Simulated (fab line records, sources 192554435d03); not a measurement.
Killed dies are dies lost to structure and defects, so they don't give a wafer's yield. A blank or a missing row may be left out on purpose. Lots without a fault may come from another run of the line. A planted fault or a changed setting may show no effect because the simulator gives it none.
fab line records | flow n5_finfet | part 1 of 2: steps 1 to 25 of 31
record lots=5 wafers=15 last_day=17
route steps=1938 shown HKMG_FIN@406
lots that met no fault: from a run of the same line without faults
start_h: hours from the record's first day to the start of the lot's first wafer shown | wait_h: hours since the lot's step before | " the same as in the row above | L1.1+2: a row that stands for several wafers | - no value, or no start given | * or withheld: withheld | < > ~ a bound
route shown NAME@n: a module of which the file shows steps, and the number in the route of the first | usual: mean/standard deviation of fault-free wafers | same: alike in all rows | chamber/n: place in a boat | sites: the reading at each site | _std_site: their standard deviation | _edge_site: outer sites' mean less inner sites' | radius_mm: how far each site lies from the wafer's centre | mask NAME#n: copy n | behind: the tool/chamber that last shaped the wafer | hold: why the lot was held/for how many hours/how that ended | device: the transistor (n, p or np) that didn't switch | end of line: the same wafers' tests at the end of the route | a step without rows: its recipe alone | killed: dies lost to structure and defects at the first sort, not the wafer's yield | map: a wafer's dies, x killed, . not, _ none there
set.NAME: the setting as run; set.NAME@STEP: as run at that earlier step | model.NAME: the simulator's own value behind a step, which no gauge read
lots at some steps of the route; a table a step, a row a wafer
services: from which hour (start_h, from the record's first day; less than 0 if before it) a tool's chamber was out of use, for how many hours, and why
## steps
# step N5_HKMG_FIN_ETCH_58
# recipe chemistry=N2/H2 target=SOC target_depth_a=2158 ion_energy_ev=50 bias_w=13 time_s=741 pressure_mtorr=30 source_w=875 n2_flow_sccm=200 h2_flow_sccm=200
# usual chamber_pressure_mTorr=30.001/0.022 drypump_motor_current_A=5.6/0.41 oes_product_au=0.80/0.088 rf_vpp_V=99.0/0.98 showerhead_plenum_p_Torr=2.55/0.083 throttle_valve_pct=17.75/0.27
# columns lot.wafer tool chamber start_h wait_h chamber_pressure_mTorr drypump_motor_current_A oes_product_au rf_hours_counter_h rf_vpp_V showerhead_plenum_p_Torr throttle_valve_pct
L076.1 rie_diel-06 2 81.94 0.0 30.007 5.8 0.94 27 99.6 2.59 17.55
L076.2 " 3 " " 29.984 5.1 0.91 10 97.5 2.50 17.72
L076.3 " 0 " " 30.011 5.2 0.74 166 99.7 2.64 17.48
L087.1 rie_diel-01 0 155.51 0.0 29.998 5.2 0.86 60 100.1 2.69 17.72
L087.3 " 1 " " 30.008 5.4 0.72 244 98.8 2.50 18.11
L087.5 " 3 " " 30.013 6.1 0.70 - 99.5 2.52 18.23
L089.2 rie_diel-04 1 164.70 0.0 30.090 5.8 0.68 240 99.2 2.63 18.20
L089.4 " 3 " " 29.975 5.1 0.83 86 99.5 2.46 17.81
L089.5 " 1 " " 29.987 5.9 0.67 - 100.4 2.63 18.20
L093.1 rie_diel-06 1 188.40 0.0 30.027 6.4 0.91 27 98.2 2.71 17.62
L093.3 " 3 " " 30.023 5.0 0.85 51 99.1 2.48 17.78
L093.4 " 0 " " 29.994 5.2 0.70 208 98.2 2.62 17.52
L094.1 rie_diel-04 2 193.15 0.0 30.022 6.0 0.70 192 98.7 2.53 17.56
L094.3 " 1 " " 30.025 5.9 0.66 249 100.0 2.62 18.23
L094.6 " 1 " " 29.988 5.8 0.66 - 99.8 2.62 18.22
# step N5_HKMG_FIN_STRIP_93
# recipe chemistry=N2/H2 material=SOC time_s=20 power_w=500 temp_c=40 pressure_mtorr=50 rf_frequency_hz=6e+07 bias_power_w=8 h2_frac=0.5 n2_flow_sccm=300 h2_flow_sccm=300
# usual chamber_pressure_mTorr=50.00/0.047 drypump_motor_current_A=5.6/0.41 oes_product_au=0.80/0.092 rf_vpp_V=54.3/0.87 showerhead_plenum_p_Torr=3.37/0.11 throttle_valve_pct=19.0/0.47
# columns lot.wafer tool chamber start_h wait_h chamber_pressure_mTorr drypump_motor_current_A oes_product_au rf_hours_counter_h rf_vpp_V showerhead_plenum_p_Torr throttle_valve_pct
L076.1 rie_diel-06 2 82.37 0.2 50.04 5.8 0.94 28 54.3 3.43 19.0
L076.2 " 3 " " 50.01 5.1 0.94 11 55.0 3.30 19.2
L076.3 " 0 " " 50.05 5.2 0.75 166 53.8 3.48 18.6
L087.1 rie_diel-01 0 155.94 0.2 49.98 5.2 0.85 61 54.1 3.54 19.1
L087.3 " 1 " " 49.91 5.4 0.72 244 55.4 3.30 19.4
L087.5 " 3 " " 49.95 6.2 0.71 - 54.8 3.33 20.1
L089.2 rie_diel-04 1 165.12 0.2 50.05 5.9 0.66 240 53.3 3.46 19.7
L089.4 " 3 " " 50.02 5.1 0.83 86 54.5 3.26 18.8
L089.5 " 1 " " 50.03 5.9 0.66 - 54.4 3.46 19.7
L093.1 rie_diel-06 1 188.83 0.2 50.03 6.4 0.92 28 52.4 3.57 18.6
L093.3 " 3 " " 50.05 5.1 0.87 51 52.6 3.28 19.2
L093.4 " 0 " " 50.06 5.2 0.72 208 54.6 3.46 18.6
L094.1 rie_diel-04 2 193.58 0.2 49.99 6.0 0.70 192 54.4 3.34 18.9
L094.3 " 1 " " 50.06 5.9 0.64 249 54.6 3.46 19.6
L094.6 " 1 " " 50.03 5.9 0.65 - 53.9 3.46 19.7
# step N5_HKMG_FIN_WET_ETCH_76
# recipe chemistry=dNH4OH mix=1:50 temp_c=25 target=Al2O3 stop_on=La2O3 target_depth_nm=2.25 dry=ipa_marangoni rinse_time_s=30 rinse_temp_c=23
# usual bath_heat_duty_pct=6.3/0.74 rinse_temp_c=23.00/0.099
# columns lot.wafer tool chamber start_h wait_h bath_heat_duty_pct rinse_temp_c
L076.1 wet_bench-02 4 82.45 0.1 5.9 22.98
L076.2 " 1 " " 6.1 22.92
L076.3 " 0 " " 7.2 22.90
L087.1 wet_bench-05 1 156.02 0.1 5.8 22.85
L087.3 " 7 " " 6.9 22.93
L087.5 " 6 " " 8.0 22.97
L089.2 wet_bench-02 4 165.21 0.1 6.3 22.93
L089.4 " 0 " " 6.7 22.97
L089.5 " 7 " " 5.8 23.04
L093.1 wet_bench-02 4 188.91 0.1 6.9 23.12
L093.3 " 1 " " 6.3 23.11
L093.4 " 5 " " 5.7 22.96
L094.1 wet_bench-03 7 193.66 0.1 7.2 22.95
L094.3 " 5 " " 6.0 23.08
L094.6 " 1 " " 7.3 23.04
# step N5_HKMG_FIN_STRIP_60
# recipe chemistry=N2/H2 power_w=2500 temp_c=300 h2_frac=0.65 time_s=360 pressure_mtorr=withheld n2_flow_sccm=1750 h2_flow_sccm=3250
# usual drypump_motor_current_A=5.5/0.35 heater_power_w=471/57
# columns lot.wafer tool chamber start_h wait_h drypump_motor_current_A heater_power_w rf_hours_counter_h
L076.1 plasma_asher-01 0 82.52 0.0 5.6 556 37
L076.2 " 1 " " 5.4 509 37
L076.3 " 1 " " 5.4 502 -
L087.1 plasma_asher-02 0 156.09 0.0 5.8 414 104
L087.3 " 0 " " 5.8 420 -
L087.5 " 0 " " 5.8 425 -
L089.2 plasma_asher-01 1 165.27 0.0 5.4 505 52
L089.4 " 0 " " 5.6 547 -
L089.5 " 0 " " 5.7 546 -
L093.1 plasma_asher-01 0 188.98 0.0 5.7 553 58
L093.3 " 1 " " 5.4 517 -
L093.4 " 0 " " 5.7 552 -
L094.1 plasma_asher-02 1 193.73 0.0 4.9 398 111
L094.3 " 1 " " 4.9 407 -
L094.6 " 0 " " 5.8 426 -
# step N5_HKMG_FIN_WET_ETCH_77
# recipe chemistry=dHCl mix=1:10000 temp_c=25 target=La2O3 stop_on=HfO2 target_depth_nm=2
# usual bath_heat_duty_pct=6.2/0.72
# columns lot.wafer tool chamber start_h wait_h bath_heat_duty_pct
L076.1 wet_bench-05 4 82.90 0.3 6.4
L076.2 " 6 " " 7.8
L076.3 " 7 " " 6.9
L087.1 wet_bench-03 1 156.48 0.3 6.2
L087.3 " 7 " " 6.8
L087.5 " 6 " " 6.6
L089.2 wet_bench-02 4 165.66 0.3 6.8
L089.4 " 5 " " 5.9
L089.5 " 3 " " 6.5
L093.1 wet_bench-02 5 189.36 0.3 4.8
L093.3 " 4 " " 6.5
L093.4 " 3 " " 6.9
L094.1 wet_bench-02 4 194.12 0.3 6.1
L094.3 " 0 " " 7.7
L094.6 " 7 " " 5.6
# step N5_HKMG_FIN_WET_ETCH_78
# recipe chemistry=dNH4OH mix=1:50 temp_c=25 target=Al2O3 stop_on=La2O3 target_depth_nm=4.5 dry=ipa_marangoni rinse_time_s=30 rinse_temp_c=23
# usual bath_heat_duty_pct=6.3/0.74 rinse_temp_c=23.00/0.11
# columns lot.wafer tool chamber start_h wait_h bath_heat_duty_pct rinse_temp_c
L076.1 wet_bench-05 4 82.93 0.0 6.7 23.10
L076.2 " 6 " " 7.1 23.05
L076.3 " 7 " " 5.9 23.23
L087.1 wet_bench-03 1 156.51 0.0 6.5 22.91
L087.3 " 7 " " 7.6 23.01
L087.5 " 6 " " 6.7 23.05
L089.2 wet_bench-02 4 165.69 0.0 5.9 22.96
L089.4 " 5 " " 5.0 22.94
L089.5 " 3 " " 7.0 22.93
L093.1 wet_bench-02 5 189.39 0.0 5.7 23.09
L093.3 " 4 " " 5.8 23.04
L093.4 " 3 " " 6.6 22.97
L094.1 wet_bench-02 4 194.15 0.0 6.2 22.88
L094.3 " 0 " " 7.0 23.05
L094.6 " 7 " " 6.1 23.11
# step N5_HKMG_FIN_ALD_79
# recipe material=TiN target_thk_a=15 temp_c=400 ald_precursor_family=TiCl4 ald_co_reactant=NH3 pulse_time_s=1 purge_time_s=3 co_reactant_purge_time_s=2 co_reactant_pulse_time_s=2 ald_cycles=68 pressure_torr=3
# usual heater_power_w=862/80 precursor_pulse_height_rel=1.002/0.018
# same pulse_time_s=1 purge_time_s=3
# columns lot.wafer tool chamber start_h wait_h heater_power_w precursor_pulse_height_rel
L076.1 ald_metal-02 2 83.00 0.0 691 1.015
L076.2 " 1 " " 768 1.035
L076.3 " 3 " " 920 1.014
L087.1 ald_metal-02 0 156.59 0.0 744 1.012
L087.3 " 3 " " 951 0.995
L087.5 " 3 " " 941 1.005
L089.2 ald_metal-04 0 165.76 0.0 834 1.017
L089.4 " 3 " " 879 0.995
L089.5 " 0 " " 835 1.008
L093.1 ald_metal-03 3 189.46 0.0 827 1.041
L093.3 " 0 " " 789 1.000
L093.4 " 2 " " 895 0.974
L094.1 ald_metal-03 0 194.22 0.0 793 1.003
L094.3 " 1 " " 990 1.023
L094.6 " 3 " " 824 1.011
# step N5_HKMG_FIN_CVD_62
# recipe material=a-Si target_thk_a=30 temp_c=500 precursor=Si2H6 pressure_torr=1 time_s=20.8
# usual heater_power_w=1380/95
# columns lot.wafer tool chamber start_h wait_h heater_power_w
L076.1 thermal_cvd_si-01 1 83.38 0.2 1235
L076.2 " 2 " " 1511
L076.3 " 0 " " 1353
L087.1 thermal_cvd_si-02 1 156.95 0.2 1335
L087.3 " 0 " " 1384
L087.5 " 2 " " 1380
L089.2 thermal_cvd_si-02 1 166.12 0.2 1350
L089.4 " 1 " " 1354
L089.5 " 2 " " 1439
L093.1 thermal_cvd_si-02 1 189.83 0.2 1411
L093.3 " 0 " " 1423
L093.4 " 2 " " 1401
L094.1 thermal_cvd_si-01 2 194.58 0.2 1557
L094.3 " 0 " " 1289
L094.6 " 1 " " 1241
# step N5_HKMG_FIN_RTA_80
# recipe temp_c=withheld time_s=2 ambient=N2 idle_temp_c=600 ramp_up_c_per_s=150 ramp_down_c_per_s=60 cool_to_c=600
# columns lot.wafer tool chamber start_h wait_h
L076.1+2+3 rtp_anneal-01 0 83.61 0.2
L087.1+3+5 rtp_anneal-01 0 157.08 0.1
L089.2+4+5 rtp_anneal-02 0 166.28 0.1
L093.1+3+4 rtp_anneal-01 0 189.96 0.1
L094.1+3+6 rtp_anneal-02 0 194.93 0.3
# step N5_HKMG_FIN_PRECLEAN_64
# recipe chemistry=dHF time_s=30 temp_c=25 dilution=withheld
# columns lot.wafer tool chamber start_h wait_h
L076.1+2+3 wet_bench-03 6,7,3 83.76 0.1
L087.1+3+5 wet_bench-05 7,2,0 157.23 0.1
L089.2+4+5 wet_bench-03 1,7,5 166.40 0.1
L093.1+3+4 wet_bench-05 7,4,2 190.11 0.1
L094.1+3+6 wet_bench-02 1,5,3 195.07 0.1
# step N5_HKMG_FIN_WET_ETCH_65
# recipe chemistry=TMAH temp_c=70 conc_wt_pct=5 target=a-Si stop_on=TiN time_s=49 target_depth_nm=3
# usual bath_heat_duty_pct=13.5/1.3 conc_wt_pct=4.99/0.048
# columns lot.wafer tool chamber start_h wait_h bath_heat_duty_pct conc_wt_pct
L076.1 wet_bench-03 6 83.77 0.0 13.7 5.00
L076.2 " 7 " " 14.5 5.01
L076.3 " 3 " " 12.1 4.90
L087.1 wet_bench-05 7 157.24 0.0 15.6 5.03
L087.3 " 2 " " 12.7 5.00
L087.5 " 0 " " 12.4 4.96
L089.2 wet_bench-03 1 166.42 0.0 14.2 4.99
L089.4 " 7 " " 14.7 4.95
L089.5 " 5 " " 13.7 4.99
L093.1 wet_bench-05 7 190.12 0.0 13.1 4.94
L093.3 " 4 " " 13.3 4.98
L093.4 " 2 " " 12.5 5.01
L094.1 wet_bench-02 1 195.08 0.0 13.4 5.07
L094.3 " 5 " " 13.6 5.03
L094.6 " 3 " " 15.0 5.00
# step N5_HKMG_FIN_WET_ETCH_81
# recipe chemistry=SC1 target=TiN stop_on=HfO2 mix=1:1:5 temp_c=60 time_s=57 target_depth_nm=6
# usual bath_heat_duty_pct=10.1/1
# columns lot.wafer tool chamber start_h wait_h bath_heat_duty_pct
L076.1 wet_bench-03 6 83.78 0.0 10.4
L076.2 " 7 " " 12.4
L076.3 " 3 " " 8.9
L087.1 wet_bench-05 7 157.25 0.0 10.9
L087.3 " 2 " " 9.6
L087.5 " 0 " " 9.0
L089.2 wet_bench-03 1 166.43 0.0 10.7
L089.4 " 7 " " 10.5
L089.5 " 5 " " 10.6
L093.1 wet_bench-05 7 190.13 0.0 10.6
L093.3 " 4 " " 11.0
L093.4 " 2 " " 9.6
L094.1 wet_bench-02 1 195.10 0.0 10.2
L094.3 " 5 " " 9.3
L094.6 " 3 " " 11.0
# step N5_HKMG_FIN_WET_ETCH_82
# recipe chemistry=dHCl mix=1:10000 temp_c=25 target=La2O3 stop_on=HfO2 target_depth_nm=2 dry=ipa_marangoni rinse_time_s=30 rinse_temp_c=23
# usual bath_heat_duty_pct=6.2/0.75 rinse_temp_c=23.01/0.11
# columns lot.wafer tool chamber start_h wait_h bath_heat_duty_pct rinse_temp_c
L076.1 wet_bench-03 6 83.82 0.0 6.2 23.08
L076.2 " 7 " " 6.8 22.99
L076.3 " 3 " " 5.4 22.91
L087.1 wet_bench-05 7 157.29 0.0 7.6 23.00
L087.3 " 2 " " 6.4 22.84
L087.5 " 0 " " 6.2 23.08
L089.2 wet_bench-03 1 166.47 0.0 6.5 23.00
L089.4 " 7 " " 7.4 23.10
L089.5 " 5 " " 6.6 22.85
L093.1 wet_bench-05 7 190.16 0.0 6.3 22.91
L093.3 " 4 " " 7.2 23.08
L093.4 " 2 " " 6.6 23.06
L094.1 wet_bench-02 1 195.13 0.0 6.1 23.03
L094.3 " 5 " " 6.1 23.09
L094.6 " 3 " " 6.5 23.16
# step N5_HKMG_FIN_ALD_36
# recipe material=TiN target_thk_a=10 temp_c=400 ald_precursor_family=TiCl4 ald_co_reactant=NH3 pulse_time_s=1 purge_time_s=3 co_reactant_purge_time_s=2 co_reactant_pulse_time_s=2 ald_cycles=47 pressure_torr=3
# usual heater_power_w=850/85 precursor_pulse_height_rel=0.999/0.021
# same pulse_time_s=1 purge_time_s=3
# columns lot.wafer tool chamber start_h wait_h heater_power_w precursor_pulse_height_rel
L076.1 ald_metal-04 3 83.88 0.0 881 1.017
L076.2 " 2 " " 979 0.966
L076.3 " 0 " " 850 1.018
L087.1 ald_metal-04 1 157.35 0.0 891 0.998
L087.3 " 0 " " 841 0.969
L087.5 " 0 " " 830 0.973
L089.2 ald_metal-02 3 166.57 0.1 925 0.972
L089.4 " 0 " " 780 0.981
L089.5 " 3 " " 930 0.982
L093.1 ald_metal-02 3 190.22 0.0 936 0.994
L093.3 " 1 " " 759 0.984
L093.4 " 2 " " 685 1.031
L094.1 ald_metal-04 0 195.19 0.0 836 1.015
L094.3 " 3 " " 870 0.986
L094.6 " 0 " " 837 1.035
# step N5_HKMG_FIN_THK_MEAS_70
# recipe thk_meas_gauge=xrf reads=HfO2_of_HKMG_FIN_HK_ALD_01
# usual HK_THK=1.620/0.022
# columns lot.wafer tool chamber start_h wait_h HK_THK[nm]
L076.1 film_metro-02 - 84.16 0.2 1.655
L076.2 " - " " 1.654
L076.3 " - " " 1.631
L087.1 film_metro-02 - 157.63 0.2 1.620
L087.3 " - " " 1.651
L087.5 " - " " 1.608
L089.2 film_metro-01 - 166.86 0.2 1.614
L089.4 " - " " 1.607
L089.5 " - " " 1.602
L093.1 film_metro-01 - 190.50 0.2 1.647
L093.3 " - " " 1.630
L093.4 " - " " 1.650
L094.1 film_metro-02 - 195.47 0.2 1.602
L094.3 " - " " 1.629
L094.6 " - " " 1.612
# step N5_HKMG_FIN_PWFM_ALD_03
# recipe material=TiN target_thk_a=20 temp_c=400 ald_precursor_family=TiCl4 ald_co_reactant=NH3 pulse_time_s=1 purge_time_s=3 co_reactant_purge_time_s=2 co_reactant_pulse_time_s=2 ald_cycles=91 pressure_torr=3
# usual heater_power_w=862/82 precursor_pulse_height_rel=0.997/0.019
# same pulse_time_s=1 purge_time_s=3
# columns lot.wafer tool chamber start_h wait_h heater_power_w precursor_pulse_height_rel
L076.1 ald_metal-03 2 84.19 0.0 892 1.011
L076.2 " 1 " " 961 1.005
L076.3 " 0 " " 795 0.997
L087.1 ald_metal-03 1 157.66 0.0 970 0.980
L087.3 " 2 " " 892 1.021
L087.5 " 0 " " 804 0.977
L089.2 ald_metal-04 3 166.89 0.0 867 0.977
L089.4 " 0 " " 828 1.013
L089.5 " 2 " " 975 1.018
L093.1 ald_metal-03 1 190.54 0.0 988 1.016
L093.3 " 3 " " 804 1.000
L093.4 " 0 " " 775 0.992
L094.1 ald_metal-03 0 195.51 0.0 823 0.979
L094.3 " 3 " " 820 1.027
L094.6 " 0 " " 813 0.998
# step N5_HKMG_FIN_COAT_29
# recipe resist=SOC temp_c=250 time_s=60 spin_rpm=1500 resist_thk_nm=300
# columns lot.wafer tool chamber start_h wait_h
L076.1+2+3 litho_track-01 0 84.66 0.2
L087.1+3+5 litho_track-01 0 158.13 0.2
L089.2+4+5 litho_track-02 0 167.36 0.2
L093.1+3+4 litho_track-02 0 191.01 0.2
L094.1+3+6 litho_track-01 0 195.98 0.2
# step N5_HKMG_FIN_COAT_30
# recipe resist=SiARC temp_c=220 time_s=60 spin_rpm=1500 resist_thk_nm=35
# columns lot.wafer tool chamber start_h wait_h
L076.1+2+3 litho_track-01 0 - -
L087.1+3+5 litho_track-01 0 - -
L089.2+4+5 litho_track-02 0 - -
L093.1+3+4 litho_track-02 0 - -
L094.1+3+6 litho_track-01 0 - -
# step N5_HKMG_FIN_COAT_06
# recipe resist=CAR-ArF spin_rpm=1500 resist_thk_nm=90
# columns lot.wafer tool chamber start_h wait_h
L076.1+2+3 litho_track-01 0 - -
L087.1+3+5 litho_track-01 0 - -
L089.2+4+5 litho_track-02 0 - -
L093.1+3+4 litho_track-02 0 - -
L094.1+3+6 litho_track-01 0 - -
# step N5_HKMG_FIN_EBR_08
# recipe solvent=PGMEA ebr_width_mm=1.5
# columns lot.wafer tool chamber start_h wait_h
L076.1+2+3 litho_track-01 0 - -
L087.1+3+5 litho_track-01 0 - -
L089.2+4+5 litho_track-02 0 - -
L093.1+3+4 litho_track-02 0 - -
L094.1+3+6 litho_track-01 0 - -
# step N5_HKMG_FIN_SOFTBAKE_07
# recipe temp_c=110 time_s=60 resist=CAR-ArF
# columns lot.wafer tool chamber start_h wait_h
L076.1+2+3 litho_track-01 0 - -
L087.1+3+5 litho_track-01 0 - -
L089.2+4+5 litho_track-02 0 - -
L093.1+3+4 litho_track-02 0 - -
L094.1+3+6 litho_track-01 0 - -
# step N5_HKMG_FIN_EXPOSE_09
# recipe mask_id=NWFM na=1.35 source_shape=conventional sigma_outer=0.8 polarization=unpolarized dose_mj=39.25
# same sigma_outer=0.8
# columns lot.wafer tool chamber start_h wait_h mask
L076.1+2+3 arfi_scanner-02 0 84.78 - NWFM#0
L087.1+3+5 arfi_scanner-01 0 158.38 - NWFM#0
L089.2+4+5 arfi_scanner-01 0 167.61 - NWFM#0
L093.1+3+4 arfi_scanner-02 0 191.25 - NWFM#0
L094.1+3+6 arfi_scanner-03 0 196.22 - NWFM#0
# step N5_HKMG_FIN_PEB_10
# recipe peb_temp_c=withheld peb_time_s=60 resist=CAR-ArF
# columns lot.wafer tool chamber start_h wait_h
L076.1+2+3 litho_track-01 0 84.84 0.1
L087.1+3+5 litho_track-04 0 158.43 0.1
L089.2+4+5 litho_track-01 0 167.66 0.0
L093.1+3+4 litho_track-01 0 191.31 0.1
L094.1+3+6 litho_track-01 0 196.28 0.1
# step N5_HKMG_FIN_DEVELOP_11
# recipe develop_time_s=30 developer=TMAH resist=CAR-ArF dev_temp_c=23 rinse_liquid=diw dry=air_spin
# columns lot.wafer tool chamber start_h wait_h
L076.1+2+3 litho_track-01 0 - -
L087.1+3+5 litho_track-04 0 - -
L089.2+4+5 litho_track-01 0 - -
L093.1+3+4 litho_track-01 0 - -
L094.1+3+6 litho_track-01 0 - -
# step N5_HKMG_FIN_CD_MEAS_12
# recipe target_cd_nm=92.8 landing_energy_ev=500 detector=se_inlens
# usual cd_nm=92.8/1.2
# columns lot.wafer tool chamber start_h wait_h cd_nm
L076.1 cd_sem-01 0 84.91 - 92.0
L076.2 " 0 " " 92.5
L076.3 " 0 " " 93.2
L087.1 cd_sem-02 0 158.50 - 91.3
L087.3 " 0 " " 90.7
L087.5 " 0 " " 93.4
L089.2 cd_sem-01 0 167.73 - 91.3
L089.4 " 0 " " 92.6
L089.5 " 0 " " 92.2
L093.1 cd_sem-01 0 191.38 - 92.8
L093.3 " 0 " " 91.9
L093.4 " 0 " " 91.0
L094.1 cd_sem-02 0 196.35 - 92.3
L094.3 " 0 " " 92.3
L094.6 " 0 " " 91.5
